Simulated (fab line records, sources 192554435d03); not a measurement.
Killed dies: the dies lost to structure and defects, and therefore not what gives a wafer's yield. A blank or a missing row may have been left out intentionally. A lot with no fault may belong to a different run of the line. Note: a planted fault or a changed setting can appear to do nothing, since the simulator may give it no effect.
Split-lot trial | flow n5 finfet | 39 wafers read from 7 lots, route of 1938 steps

== THE SPLIT ITSELF ==
At N5_FIN_SAQP_SPACER2_ALD_28 (deposits SiO2, target thk 8.1 nm, pulse time 1 s, purge time 2 s), the setting target thk a was moved away from the recipe's 81 angstrom on 12 of the 39 wafers read, by -4.5% to +12.0%. All remaining wafers had this setting at the recipe value.

== FROM THE SPLIT TO THE READING: what the file shows between them, 3 steps ==
- N5_FIN_SAQP_SPACER2_ETCHBACK_29: etches SiO2 in CHF3/O2, target depth 12.2 nm, time 6.1 s
- N5_FIN_SAQP_MANDREL2_REMOVE_60: chemistry HBr/Cl2/O2, target a-Si, stops on SiNx, bt time 10 s
- N5_FIN_SAQP_HM_OPEN_33: chemistry CH3F/O2, target SiNx, target depth 49.4 nm, time 70.6 s

== THE READING ==
FIN_SAQP.cd nm (the simulator's own value, which no gauge read), in nm, at N5_FIN_SAQP_ETCH_34 (etches SiO2 in C4F6/O2, target depth 45 nm, time 15 s). The file does not state a usual value for it. Across the 27 wafers here that went through the recipe, the average is 8.0 nm and the standard deviation 0.2 nm.

wafer  | tool, chamber at the split | target thk a as run, angstrom | against the recipe | FIN_SAQP.cd nm, nm | against lot-mates on the recipe
L076.1 | ald sin-03, 3,0            | 81                            | recipe             | 8.2                | -
L076.3 | ald sin-03, 3,0            | 81                            | recipe             | 8.2                | -
L076.6 | ald sin-03, 2              | 81                            | recipe             | 8.2                | -
L076.2 | ald sin-03, 2,0,3          | 90.73                         | +12.0%             | 9.2                | +1.0
L076.4 | ald sin-03, 2,0,3          | 90.73                         | +12.0%             | 9.2                | +1.0
L076.5 | ald sin-03, 2,0,3          | 90.73                         | +12.0%             | 9.2                | +1.0
L078.1 | ald sin-03, 0,3            | 77.36                         | -4.5%              | 7.8                | -0.2
L078.3 | ald sin-03, 3              | 77.36                         | -4.5%              | 7.8                | -0.2
L078.6 | ald sin-03, 0,3            | 77.36                         | -4.5%              | 7.8                | -0.2
L078.2 | ald sin-03, 1,2,0          | 81                            | recipe             | 8                  | -
L078.4 | ald sin-03, 1,2,0          | 81                            | recipe             | 8.2                | -
L078.5 | ald sin-03, 1,2,0          | 81                            | recipe             | 7.8                | -
L081.1 | ald sin-01, 1,0,2,3,0,1    | 81                            | recipe             | 8.2                | -
L081.2 | ald sin-01, 1,0,2,3,0,1    | 81                            | recipe             | 8.2                | -
L081.5 | ald sin-01, 1,0,2,3,0,1    | 81                            | recipe             | 8.2                | -
L081.6 | ald sin-01, 1,0,2,3,0,1    | 81                            | recipe             | 8.2                | -
L081.3 | ald sin-01, 1,0,2,3,0,1    | 81                            | recipe             | 8                  | -
L081.4 | ald sin-01, 1,0,2,3,0,1    | 81                            | recipe             | 7.8                | -
L086.1 | ald sin-03, 0              | 81                            | recipe             | 8.2                | -
L086.4 | ald sin-03, 3              | 81                            | recipe             | 8                  | -
L086.5 | ald sin-03, 0              | 81                            | recipe             | 8                  | -
L087.1 | ald sin-04, 2,1,0          | 84.57                         | +4.4%              | 8.6                | +0.7
L087.2 | ald sin-04, 3,1,0          | 81                            | recipe             | 7.8                | -
L087.3 | ald sin-04, 2,1,0          | 84.57                         | +4.4%              | 8.4                | +0.5
L087.4 | ald sin-04, 2,1,0          | 84.57                         | +4.4%              | 8.2                | +0.3
L087.5 | ald sin-04, 3,1,0          | 81                            | recipe             | 8                  | -
L087.6 | ald sin-04, 3,1,0          | 81                            | recipe             | 8                  | -
L089.1 | ald sin-01, 2,1,1          | 81                            | recipe             | 8.2                | -
L089.5 | ald sin-01, 2,1,1          | 81                            | recipe             | 8.2                | -
L089.2 | ald sin-01, 3,0,0          | 90.71                         | +12.0%             | 9.4                | +1.1
L089.3 | ald sin-01, 3,0,0          | 90.71                         | +12.0%             | 9                  | +0.7
L089.6 | ald sin-01, 3,0,0          | 90.71                         | +12.0%             | 9                  | +0.7
L089.4 | ald sin-01, 2,1,1          | 81                            | recipe             | 8.4                | -
L094.1 | ald sin-01, 3,1,2          | 81                            | recipe             | 8                  | -
L094.3 | ald sin-01, 0,2,3          | 81                            | recipe             | 8                  | -
L094.2 | ald sin-01, 3,1,2          | 81                            | recipe             | 7.6                | -
L094.5 | ald sin-01, 3,1,2          | 81                            | recipe             | 7.6                | -
L094.4 | ald sin-01, 0,2,3          | 81                            | recipe             | 7.8                | -
L094.6 | ald sin-01, 0,2,3          | 81                            | recipe             | 8.2                | -
If several chambers appear in one row, that row covers several wafers at once and the file leaves open which wafer was in which chamber.

THE FIT
A straight line over all 39 wafers: FIN_SAQP.cd nm changes by +0.0891 nm for each +1% of target thk a; r = +0.91; the points scatter about the line by 0.19 nm.
The same after taking each lot's own level away (the mean of its wafers on the recipe; 39 wafers): +0.0756 nm for each +1%; r = +0.92; scatter 0.16 nm.
According to that fit, moving target thk a by its largest amount changes the reading by 0.91 nm.
Across the lots, their own levels run from 7.87 to 8.27 nm, a range of 2.0 times the standard deviation given above.
Thus the slope moves with the lot-to-lot level: the two fits are different.
Check: +0.921 nm against its lot-mates is what the line predicts for one of the wafers moved furthest among these (+12.0%) when that wafer is left out of the fit. It came out at +1 nm against them.

== OTHER SPLITS APPLIED TO THESE WAFERS ==
These wafers also went through other splits before the reading. Each is held against what the fit with the lots' levels taken away leaves over:
other split on the same wafers | wafers away from the commonest value | r with FIN_SAQP.cd nm (lot level and that fit taken away)
N5_FIN_SAQP_HM_DEP_03 time s   | 18                                   | -0.23

== THE WHOLE CHAIN: every reading that the file lists as answering this split, in the file's order ==
step                           | what it does                                                      | reading                                                                                 | change (the file's fit)                | r (the file's)
N5_FIN_SAQP_SPACER2_ALD_28     | deposits SiO2, target thk 8.1 nm, pulse time 1 s, purge time 2 s  | SiO2_of_FIN_SAQP_SPACER2_ALD_28.thk nm (the simulator's own value, which no gauge read) | +0.0881 nm for each +1% of the setting | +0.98
N5_FIN_SAQP_MANDREL2_REMOVE_60 | chemistry HBr/Cl2/O2, target a-Si, stops on SiNx, bt time 10 s    | FIN_SAQP.cd nm (the simulator's own value, which no gauge read)                         | +0.0841 nm for each +1% of the setting | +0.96
N5_FIN_SAQP_HM_OPEN_33         | chemistry CH3F/O2, target SiNx, target depth 49.4 nm, time 70.6 s | FIN_SAQP.cd nm (the simulator's own value, which no gauge read)                         | +0.0823 nm for each +1% of the setting | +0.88
N5_FIN_SAQP_ETCH_34            | etches SiO2 in C4F6/O2, target depth 45 nm, time 15 s             | FIN_SAQP.cd nm (the simulator's own value, which no gauge read)                         | +0.0774 nm for each +1% of the setting | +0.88

== THE FILE'S OWN FIT ==
FIN_SAQP.cd nm changes by +0.0774 nm for each +1% of target thk a, r = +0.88.
